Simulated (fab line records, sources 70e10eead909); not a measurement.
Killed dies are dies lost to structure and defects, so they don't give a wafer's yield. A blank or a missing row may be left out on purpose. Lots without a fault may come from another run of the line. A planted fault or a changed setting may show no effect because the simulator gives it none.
A struck lot beside a sound one | flow nand_harc | 13 steps out of a route of 1302
Sound: wafers L606.3, L606.5, L606.6. Struck: wafer L614.4. (L614.1, L614.2 of the same lot were not struck and are left out.) The cause comes at the end.
At each step with rows: each side's tool, then ch and its chambers, then its first start. Under that, the readings that differ: sound wafers | struck wafers | difference of the means | sigmas: that difference in standard deviations of wafers without a fault.
alike: readings whose means differ by less than 2 such deviations, and words and numbers that are the same on both sides. not compared: withheld readings, readings that some wafer has no value for, bounds like >300 that may hide the same value, and numbers for which the record gives no deviation and whose values overlap.
The two part at a step that has a row with sigmas, a row that says differs or no value, or rows on one side only. Numbers that don't overlap but have no deviation are shown without sigmas and don't part them. A reading that every wafer of one side lacks parts them only if that side has two wafers or more.

first, 1 step without rows for these wafers: NHARC_A_STAIRCASE_HARDBAKE_185 (time 140 s).
NHARC_A_STAIRCASE_DESCUM_186: chemistry O2, time 3 s.
  sound on rie_diel-07 ch 1,2, day 19 08:19; struck on rie_diel-08 ch 2, day 22 00:07
  reading                         | sound             | struck | difference | sigmas
  o2_flow_sccm (sccm)             | 200.7 201.4 200.1 | 199.3  | -1.4       | -2
  showerhead_plenum_p_Torr (Torr) | 2.06 2.06 1.97    | 1.80   | -0.23      | -3
  alike: drypump_motor_current_A, oes_product_au, rf_vpp_V, throttle_valve_pct
  not compared: rf_hours_counter_h
then, 2 steps without rows for these wafers: NHARC_A_STAIRCASE_TRIM_187 (chemistry O2, time 211.2 s); NHARC_A_STAIRCASE_ETCH_188 (etches the open film in C4F8/O2, target depth 100 nm, time 40.5 s).
NHARC_A_STAIRCASE_TRIM_189: chemistry O2, time 211.2 s.
  sound on rie_diel-07 ch 0,3; struck on rie_diel-08 ch 1
  reading                     | sound       | struck | difference | sigmas
  drypump_motor_current_A (A) | 4.8 4.8 4.6 | 5.7    | +1.0       | +2
  alike: o2_flow_sccm, oes_product_au, rf_vpp_V, run_length_s, showerhead_plenum_p_Torr, throttle_valve_pct
  not compared: rf_hours_counter_h
NHARC_A_STAIRCASE_ETCH_190: etches the open film in C4F8/O2, target depth 100 nm, time 40.5 s.
  sound on rie_diel-07 ch 0,3; struck on rie_diel-08 ch 1
  alike: oes_product_au, rf_vpp_V
  not compared: rf_hours_counter_h
NHARC_A_STAIRCASE_TRIM_191: chemistry O2, time 211.2 s.
  sound on rie_diel-07 ch 1,2,3; struck on rie_diel-08 ch 2
  alike: drypump_motor_current_A, o2_flow_sccm, oes_product_au, rf_vpp_V, run_length_s, showerhead_plenum_p_Torr, throttle_valve_pct
  not compared: rf_hours_counter_h
NHARC_A_STAIRCASE_ETCH_192: etches the open film in C4F8/O2, target depth 100 nm, time 40.5 s.
  sound on rie_diel-07 ch 1,2,3; struck on rie_diel-08 ch 3
  alike: oes_product_au, rf_vpp_V
  not compared: rf_hours_counter_h
then, 2 steps without rows for these wafers: NHARC_A_STAIRCASE_TRIM_193 (chemistry O2, time 211.2 s); NHARC_A_STAIRCASE_ETCH_194 (etches the open film in C4F8/O2, target depth 100 nm, time 40.5 s).
NHARC_A_STAIRCASE_TRIM_196: chemistry O2, time 211.2 s.
  sound on rie_diel-08 ch 2,3, day 19 09:40; struck on rie_diel-08 ch 0, day 22 01:19
  reading          | sound             | struck | difference | sigmas
  run_length_s (s) | 232.1 232.3 233.5 | 226.5  | -6.1       | -11
  alike: drypump_motor_current_A, o2_flow_sccm, oes_product_au, rf_vpp_V, showerhead_plenum_p_Torr, throttle_valve_pct
  not compared: rf_hours_counter_h
then, 1 step without rows for these wafers: NHARC_A_STAIRCASE_ETCH_197 (etches the open film in C4F8/O2, target depth 100 nm, time 40.5 s).
-- the record jumps here: 9 days lie between the struck wafers' starts before and after (it left off in module A_STAIRCASE and takes up again in module END, whose first step shown is number 1302 of the route) --
NHARC_END_SORT_01:
  the record has rows for the struck wafers here (prober-02 ch 0, day 30 16:23) and none for the sound ones

WHERE THEY PART
First at NHARC_A_STAIRCASE_DESCUM_186; last, within this record, at NHARC_END_SORT_01.

WHY: what the simulator had put in
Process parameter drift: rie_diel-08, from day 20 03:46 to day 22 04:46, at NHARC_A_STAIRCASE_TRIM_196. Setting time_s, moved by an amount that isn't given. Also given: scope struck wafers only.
